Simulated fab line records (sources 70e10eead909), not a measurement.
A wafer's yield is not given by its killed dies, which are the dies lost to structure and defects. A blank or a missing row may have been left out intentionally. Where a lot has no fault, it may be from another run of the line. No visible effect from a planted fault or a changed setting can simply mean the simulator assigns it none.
fab line records	flow nand_harc
[record] lots = 11	wafers = 33	last_day = 33
route steps=1302 shown P_GATE@187 P_CONTACT@229
lots that met no fault: from a run of the same line without faults
start_h: hours from the record's first day to the start of the lot's first wafer shown	wait_h: hours elapsed since this lot's preceding step	" as in the row above	L1.1+2: a row that stands for several wafers	- no value present, or no start provided	* or withheld: withheld	< > ~ a bound
route shown NAME@n: names a module that has steps shown in the file, with the first one's number in the route	usual: mean/standard deviation taken from wafers without a fault	same: alike in all rows	chamber/n: place in a boat	sites: per-site readings	_std_site: standard deviation of those values	_edge_site: outer sites' mean less inner sites'	radius_mm: for every site, how far away it sits from the centre of the wafer	mask NAME#n: copy n	behind: the last tool/chamber to shape the wafer	hold: why the lot went on hold/how many hours it stayed there/how the hold came to an end	device: the transistor (n, p or np) that didn't switch	end of line: at the end of the route, the tests of the same wafers	for a step that has no rows: nothing shown but its recipe	killed: the dies lost at the first sort to structure and to defects; this is not the yield of the wafer	map: the dies of a wafer, with x for killed, . for not killed, _ for no die there
set.NAME: setting as actually run; set.NAME@STEP: the setting as run at that earlier step	model.NAME: the simulator's own value behind a step, which no gauge read
route steps across a sampled set of lots; one table per step, one row per wafer
services: from which hour (start_h, from the record's first day; less than 0 if before it) a tool's chamber was out of use, for how many hours, and why
[[steps]]
[step NHARC_P_GATE_DESCUM_61]
[recipe] time_s = 3	o2_flow_sccm = 200	ar_flow_sccm = 0	bias_power_w = 0	chemistry = O2
[usual] drypump_motor_current_A = 5.8/0.52	oes_product_au = 0.997/0.011	rf_vpp_V = 57.8/0.85	showerhead_plenum_p_Torr = 1.92/0.079	throttle_valve_pct = 11.312/0.0093
lot.wafer	tool	chamber	start_h	wait_h	drypump_motor_current_A	oes_product_au	rf_hours_counter_h	rf_vpp_V	showerhead_plenum_p_Torr	throttle_valve_pct
L184.1	rie_diel-13	3	118.33	-	5.1	1.011	5	59.1	1.98	11.317
L184.5	"	0	"	"	6.1	1.019	-	56.1	1.86	11.295
L184.6	"	1	"	"	5.4	1.008	-	58.8	1.99	11.311
L185.2	rie_diel-13	2	131.15	-	5.5	0.991	7	57.6	2.00	11.306
L185.4	"	3	"	"	5.1	1.001	5	57.9	1.98	11.327
L185.3	"	0	"	"	6.2	1.000	5	58.3	1.86	11.298
L186.2	rie_diel-02	0	135.93	-	6.6	0.977	7	57.7	1.84	11.299
L186.6	"	3	"	"	5.5	0.998	-	59.2	1.82	11.306
L186.5	"	0	"	"	6.6	0.988	-	57.4	1.84	11.318
L188.3	rie_diel-13	0	158.08	-	6.2	1.012	6	58.2	1.86	11.317
L188.5	"	1	"	"	5.4	1.007	-	58.0	1.99	11.308
L188.6	"	2	"	"	5.5	0.996	-	58.1	2.00	11.306
L191.3	rie_diel-13	0	189.80	-	6.2	1.021	1	57.9	1.86	11.311
L191.4	"	3	"	"	5.1	1.000	0	57.0	1.97	11.312
L191.5	"	1	"	"	5.5	1.014	-	58.0	1.99	11.302
L194.3	rie_diel-13	0	222.09	-	6.2	1.020	2	56.4	1.86	11.315
L194.4	"	1	"	"	5.5	1.014	2	59.2	1.99	11.311
L194.2	"	2	"	"	5.5	0.995	3	57.1	2.00	11.313
L196.2	rie_diel-09	3	238.14	-	6.3	0.987	6	57.4	1.85	11.298
L196.4	"	0	"	"	6.3	0.999	7	57.5	1.83	11.299
L196.5	"	3	"	"	6.3	0.990	-	57.1	1.85	11.314
L198.3	rie_diel-13	2	263.92	-	5.5	0.988	5	59.3	2.00	11.303
L198.4	"	3	"	"	5.1	0.998	5	58.8	1.97	11.309
L198.5	"	3	"	"	5.1	0.992	-	58.0	1.97	11.303
L199.1	rie_diel-02	3	273.69	-	5.5	0.980	3	58.0	1.82	11.301
L199.3	"	1	"	"	4.9	0.992	3	56.3	1.86	11.317
L199.6	"	3	"	"	5.5	0.986	-	57.0	1.82	11.325
L203.1	rie_diel-09	0	308.00	-	6.4	0.992	11	57.2	1.83	11.299
L203.4	"	2	"	"	6.1	1.004	10	59.3	1.94	11.334
L203.5	"	3	"	"	6.3	0.984	-	58.0	1.85	11.317
L204.2	rie_diel-02	1	324.62	-	4.9	0.995	6	56.4	1.86	11.305
L204.6	"	1	"	"	4.9	0.998	-	56.4	1.86	11.316
L204.5	"	2	"	"	6.2	0.997	-	59.4	2.04	11.324
[step NHARC_P_GATE_STRIP_76]
[recipe] power_w = 1500	temp_c = 250	chemistry = O2
[usual] drypump_motor_current_A = 6.21/0.21	heater_power_w = 341/34
lot.wafer	tool	chamber	start_h	wait_h	drypump_motor_current_A	heater_power_w	rf_hours_counter_h
L184.1	plasma_asher-01	1	118.93	0.2	6.17	309	25
L184.5	"	0	"	"	5.87	310	-
L184.6	"	1	"	"	6.19	310	-
L185.2	plasma_asher-02	1	131.76	0.2	6.48	381	11
L185.3	"	1	"	"	6.49	375	-
L185.4	"	0	"	"	6.30	373	-
L186.2	plasma_asher-01	0	136.56	0.2	5.87	307	28
L186.5	"	1	"	"	6.19	310	-
L186.6	"	0	"	"	5.86	310	-
L188.3	plasma_asher-01	0	158.69	0.2	5.88	313	-
L188.6	"	0	"	"	5.87	319	-
L188.5	"	1	"	"	6.17	314	-
L191.4	plasma_asher-02	1	190.45	0.2	6.49	377	-
L191.3	"	0	"	"	6.31	357	-
L191.5	"	0	"	"	6.32	371	-
L194.2	plasma_asher-01	1	222.71	0.2	6.16	297	10
L194.4	"	1	"	"	6.18	292	-
L194.3	"	0	"	"	5.87	312	-
L196.2	plasma_asher-02	1	238.78	0.2	6.46	387	35
L196.4	"	0	"	"	6.32	368	-
L196.5	"	1	"	"	6.47	376	-
L198.4	plasma_asher-02	1	264.57	0.2	6.46	364	-
L198.3	"	0	"	"	6.31	365	-
L198.5	"	1	"	"	6.46	360	-
L199.1	plasma_asher-02	1	274.33	0.2	6.43	364	4
L199.3	"	0	"	"	6.30	353	-
L199.6	"	1	"	"	6.42	371	-
L203.1	plasma_asher-01	1	308.62	0.2	6.15	296	27
L203.4	"	1	"	"	6.15	299	-
L203.5	"	0	"	"	5.87	313	-
L204.2	plasma_asher-01	0	325.25	0.2	5.88	308	30
L204.5	"	0	"	"	5.86	312	-
L204.6	"	1	"	"	6.17	291	-
[step NHARC_P_CONTACT_EXPOSE_09]
[recipe] na = 1.35	target_cd_nm = 90	dose_mj = 81.26	mask_id = P_CA
[usual] exposure_dose_mJ_cm2 = 81.25/0.075
lot.wafer	tool	chamber	start_h	wait_h	mask	exposure_dose_mJ_cm2
L184.1	arfi_scanner-02	0	124.29	-	P_CA#0	81.30
L184.5	"	0	"	"	P_CA#0	81.24
L184.6	"	0	"	"	P_CA#0	81.30
L185.2	arfi_scanner-02	0	137.34	-	P_CA#0	81.32
L185.3	"	0	"	"	P_CA#0	81.31
L185.4	"	0	"	"	P_CA#0	81.22
L186.2	arfi_scanner-03	0	142.10	-	P_CA#0	81.25
L186.5	"	0	"	"	P_CA#0	81.26
L186.6	"	0	"	"	P_CA#0	81.26
L188.3	arfi_scanner-02	0	164.14	-	P_CA#0	81.27
L188.5	"	0	"	"	P_CA#0	81.37
L188.6	"	0	"	"	P_CA#0	81.38
L191.3	arfi_scanner-02	0	195.85	-	P_CA#0	81.27
L191.4	"	0	"	"	P_CA#0	81.14
L191.5	"	0	"	"	P_CA#0	81.36
L194.2	arfi_scanner-01	0	228.26	-	P_CA#0	81.19
L194.3	"	0	"	"	P_CA#0	81.26
L194.4	"	0	"	"	P_CA#0	81.30
L196.2	arfi_scanner-02	0	244.14	-	P_CA#0	81.32
L196.4	"	0	"	"	P_CA#0	81.29
L196.5	"	0	"	"	P_CA#0	81.30
L198.3	arfi_scanner-01	0	270.20	-	P_CA#0	81.14
L198.4	"	0	"	"	P_CA#0	81.20
L198.5	"	0	"	"	P_CA#0	81.20
L199.1	arfi_scanner-01	0	279.83	-	P_CA#0	87.85
L199.3	"	0	"	"	P_CA#0	87.95
L199.6	"	0	"	"	P_CA#0	87.94
L203.1	arfi_scanner-01	0	314.09	-	P_CA#0	86.54
L203.4	"	0	"	"	P_CA#0	86.45
L203.5	"	0	"	"	P_CA#0	86.59
L204.2	arfi_scanner-01	0	330.74	-	P_CA#0	85.56
L204.5	"	0	"	"	P_CA#0	85.61
L204.6	"	0	"	"	P_CA#0	85.58
[step NHARC_P_CONTACT_CD_MEAS_12]
[recipe] target_cd_nm = 90	landing_energy_ev = 500
[usual] cd_nm = 90.3/0.66
lot.wafer	tool	chamber	start_h	wait_h	hold	cd_nm
L184.1	cd_sem-01	0	124.43	-	-	89.6
L184.5	"	0	"	"	-	90.1
L184.6	"	0	"	"	-	90.7
L185.2	cd_sem-01	0	137.48	-	-	90.7
L185.3	"	0	"	"	-	91.2
L185.4	"	0	"	"	-	91.9
L186.2	cd_sem-01	0	142.24	-	-	91.2
L186.5	"	0	"	"	-	89.7
L186.6	"	0	"	"	-	90.8
L188.3	cd_sem-03	0	164.28	-	-	90.2
L188.5	"	0	"	"	-	90.1
L188.6	"	0	"	"	-	90.4
L191.3	cd_sem-03	0	195.99	-	-	90.7
L191.4	"	0	"	"	-	90.8
L191.5	"	0	"	"	-	90.2
L194.2	cd_sem-01	0	228.39	-	-	90.7
L194.3	"	0	"	"	-	90.0
L194.4	"	0	"	"	-	90.6
L196.2	cd_sem-01	0	244.28	-	-	89.7
L196.4	"	0	"	"	-	89.7
L196.5	"	0	"	"	-	89.7
L198.3	cd_sem-03	0	270.34	-	-	89.8
L198.4	"	0	"	"	-	90.1
L198.5	"	0	"	"	-	89.5
L199.1	cd_sem-02	0	279.97	-	await_dispo/0.2h/release	94.7
L199.3	"	0	"	"	await_dispo/0.2h/release	94.9
L199.6	"	0	"	"	await_dispo/0.2h/release	95.0
L199.1	cd_sem-02	0	-	-	-	94.7
L199.3	"	0	"	"	-	94.7
L199.6	"	0	"	"	-	94.7
L203.1	cd_sem-02	0	314.23	-	await_dispo/0.2h/release	93.5
L203.4	"	0	"	"	await_dispo/0.2h/release	93.1
L203.5	"	0	"	"	await_dispo/0.2h/release	94.2
L203.1	cd_sem-02	0	-	-	-	93.8
L203.4	"	0	"	"	-	93.4
L203.5	"	0	"	"	-	93.8
L204.2	cd_sem-03	0	330.87	-	await_dispo/0.2h/release	92.8
L204.5	"	0	"	"	await_dispo/0.2h/release	93.5
L204.6	"	0	"	"	await_dispo/0.2h/release	93.2
L204.2	cd_sem-03	0	-	-	-	92.9
L204.5	"	0	"	"	-	93.6
L204.6	"	0	"	"	-	93.6
[step NHARC_P_CONTACT_STRIP_28]
[recipe] o2_flow_sccm = 500	ar_flow_sccm = 0	bias_w = 0	chemistry = O2
[usual] drypump_motor_current_A = 5.9/0.35	oes_product_au = 0.997/0.01	rf_vpp_V = 57.8/0.95	showerhead_plenum_p_Torr = 3.55/0.14	throttle_valve_pct = 17.037/0.0095
lot.wafer	tool	chamber	start_h	wait_h	drypump_motor_current_A	oes_product_au	rf_hours_counter_h	rf_vpp_V	showerhead_plenum_p_Torr	throttle_valve_pct
L184.1	rie_diel-12	0	125.57	0.1	6.2	1.003	0.6	57.4	3.71	17.030
L184.6	"	0	"	"	6.2	1.004	-	57.2	3.71	17.038
L184.5	"	1	"	"	6.4	1.003	-	57.1	3.77	17.040
L185.2	rie_diel-03	1	138.63	0.1	5.8	1.005	2.1	58.4	3.57	17.018
L185.3	"	2	"	"	6.3	1.004	2.1	58.5	3.53	17.034
L185.4	"	3	"	"	5.8	0.999	1.8	59.0	3.32	17.055
L186.2	rie_diel-03	0	143.55	0.1	5.3	0.986	2.0	56.9	3.44	17.031
L186.6	"	3	"	"	5.7	0.987	-	58.3	3.32	17.045
L186.5	"	0	"	"	5.3	0.987	-	56.8	3.44	17.029
L188.3	rie_diel-03	2	165.45	0.1	6.3	0.991	2.7	58.5	3.53	17.042
L188.6	"	0	"	"	5.4	0.993	-	57.5	3.45	17.032
L188.5	"	1	"	"	5.8	0.993	-	56.5	3.57	17.033
L191.4	rie_diel-12	1	197.14	0.1	6.4	0.985	3.1	59.5	3.77	17.051
L191.3	"	3	"	"	5.3	0.993	1.9	57.9	3.48	17.047
L191.5	"	0	"	"	6.2	1.005	-	58.2	3.71	17.053
L194.4	rie_diel-12	2	229.52	0.1	5.7	1.003	4.4	59.2	3.62	17.038
L194.3	"	0	"	"	6.2	1.004	4.1	58.4	3.71	17.040
L194.2	"	1	"	"	6.4	1.003	4.2	57.3	3.76	17.041
L196.2	rie_diel-12	2	245.42	0.1	5.7	0.994	5.0	58.0	3.62	17.041
L196.4	"	3	"	"	5.3	1.007	3.5	56.9	3.48	17.040
L196.5	"	1	"	"	6.3	0.992	-	57.5	3.76	17.034
L198.4	rie_diel-07	2	271.50	0.1	6.1	1.011	4.3	59.1	3.77	17.020
L198.3	"	3	"	"	5.9	0.987	3.9	57.8	3.54	17.016
L198.5	"	0	"	"	5.7	0.988	-	58.7	3.41	17.027
L199.1	rie_diel-07	0	291.54	0.1	5.7	0.987	4.3	58.8	3.41	17.065
L199.3	"	1	"	"	6.3	0.997	4.6	57.5	3.50	17.031
L199.6	"	1	"	"	6.2	0.994	-	57.7	3.50	17.027
L203.1	rie_diel-03	1	318.66	0.1	5.8	0.999	1.3	58.3	3.56	17.034
L203.4	"	3	"	"	5.7	0.988	1.4	57.8	3.32	17.052
L203.5	"	1	"	"	5.8	0.994	-	57.7	3.56	17.037
L204.2	rie_diel-07	1	334.07	0.1	6.3	0.981	1.0	56.5	3.50	17.039
L204.5	"	0	"	"	5.8	0.996	-	56.9	3.41	17.037
L204.6	"	1	"	"	6.2	0.975	-	57.8	3.50	17.040
[[services]]
tool	chamber	start_h	hours	kind
rie_diel-12	2	97.43	1.9	repair
rie_diel-03	-	104.30	9.0	pm
rie_diel-13	3	121.84	8.2	repair
arfi_scanner-01	-	127.63	1.1	repair
rie_diel-12	3	134.16	21.5	repair
arfi_scanner-02	-	140.00	4.0	pm
arfi_scanner-02	-	148.21	2.9	repair
arfi_scanner-02	-	153.59	0.6	repair
arfi_scanner-01	-	157.73	2.0	repair
plasma_asher-01	-	165.00	9.0	pm
rie_diel-13	-	165.00	9.0	pm
rie_diel-12	-	169.19	0.6	repair
arfi_scanner-01	-	182.53	16.3	repair
rie_diel-12	3	231.38	9.6	repair
arfi_scanner-02	-	240.17	0.5	repair
rie_diel-03	1	248.17	4.0	repair
rie_diel-13	0	251.41	1.9	repair
arfi_scanner-01	-	252.00	4.0	pm
plasma_asher-02	-	252.29	9.0	pm
plasma_asher-01	-	261.53	0.6	repair
rie_diel-13	3	279.35	7.7	repair
arfi_scanner-01	-	287.04	0.8	repair
arfi_scanner-02	-	312.00	4.0	pm
rie_diel-13	0	314.81	3.6	repair
[[key]]
[first_sign] step = NHARC_P_CONTACT_EXPOSE_09	reading = exposure_dose_mJ_cm2	direction = up	sigmas = 72	usual = 81.25	struck = 86.67
[effect] step = NHARC_P_CONTACT_CD_MEAS_12	reading = visit	direction = added	through = control_loop
[effect] step = NHARC_P_CONTACT_CD_MEAS_12	reading = cd_nm	direction = up	sigmas = 5.4	usual = 90.3	struck = 93.9	through = control_loop
met_at NHARC_P_CONTACT_EXPOSE_09
struck_lots L199,L203,L204
tester_left_out L199,L203,L204
[loop_trim] step = NHARC_P_CONTACT_EXPOSE_09	setting = dose	lots = L203,L204
not_acting_at NHARC_P_GATE_DESCUM_61,NHARC_P_GATE_STRIP_76,NHARC_P_CONTACT_STRIP_28
onset_between 270.20 279.83
[fault] kind = process_parameter_drift	tool = arfi_scanner-01	chamber = -	onset_h = 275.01	steps = NHARC_P_CONTACT_EXPOSE_09	channel = dose_mj	offset = 6.6861	shape = step	acts_in = these_recipes_only	stated = 81.26
// tester_left_out: of these lots the tester's yield and bins aren't shown, on N5 and GAA mostly nor the transistor test; their killed dies are dies lost to structure and defects alone, not to doping, threshold or leakage, so they don't give the yield
// loop_trim: a control loop set the setting to another value than it would have without faults
